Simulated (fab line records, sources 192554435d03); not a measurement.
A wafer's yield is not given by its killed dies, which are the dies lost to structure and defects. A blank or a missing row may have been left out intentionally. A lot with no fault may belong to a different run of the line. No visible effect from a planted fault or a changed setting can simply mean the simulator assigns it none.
Matching of chambers    flow n5-finfet    N5_BEOL_M9_STRIP_36 on rie-diel-01 has 4 sister chambers
The step strips in N2/H2. 8 wafers are shown with their chamber, then 9 later ones without.

## WAFERS PAIRED WITH THEIR CHAMBERS
wafer   chamber  showerhead-plenum-p-Torr (Torr)  drypump-motor-current-A (A)
L090.2  3        2.42                             5.8
L090.6  1        2.56                             6.1
L091.1  1        2.55                             6.0
L091.2  2        2.52                             6.2
L091.6  0        2.58                             5.3
L093.2  2        2.52                             6.3
L093.4  0        2.57                             5.3
L093.5  3        2.41                             5.8

## WAFERS WHOSE CHAMBER IS MISSING
wafer   showerhead-plenum-p-Torr (Torr)  drypump-motor-current-A (A)
L096.1  2.41                             5.8
L096.2  2.57                             5.2
L096.3  2.55                             6.0
L096.4  2.51                             6.3
L096.5  2.55                             6.0
L096.6  2.57                             5.3
L097.1  2.55                             6.0
L097.3  2.41                             5.8
L097.5  2.55                             6.0

## CHAMBER TAKEN BY EACH
wafer   from the rows above  in truth
L096.1  3                    3
L096.2  0                    0
L096.3  1                    1
L096.4  2                    2
L096.5  1                    1
L096.6  0                    0
L097.1  1                    1
L097.3  3                    3
L097.5  1                    1
Correctly placed: 9 of 9. Can't be placed from these rows: 0. Wrongly placed: 0.
How it was worked out, from the rows above alone: a wafer's distance from a chamber is the root of the sum, over the readings, of the square of ((its reading less the chamber's mean) divided by the reading's scatter). If the next closest chamber is less than 2 further off than the closest, the wafer can't be placed; otherwise it belongs to the closest. The mean given for a chamber averages the wafers shown for that chamber. The scatter is the square root of a quotient: the sum, over the shown wafers, of each reading's squared deviation from its chamber's mean, divided by wafers minus chambers.
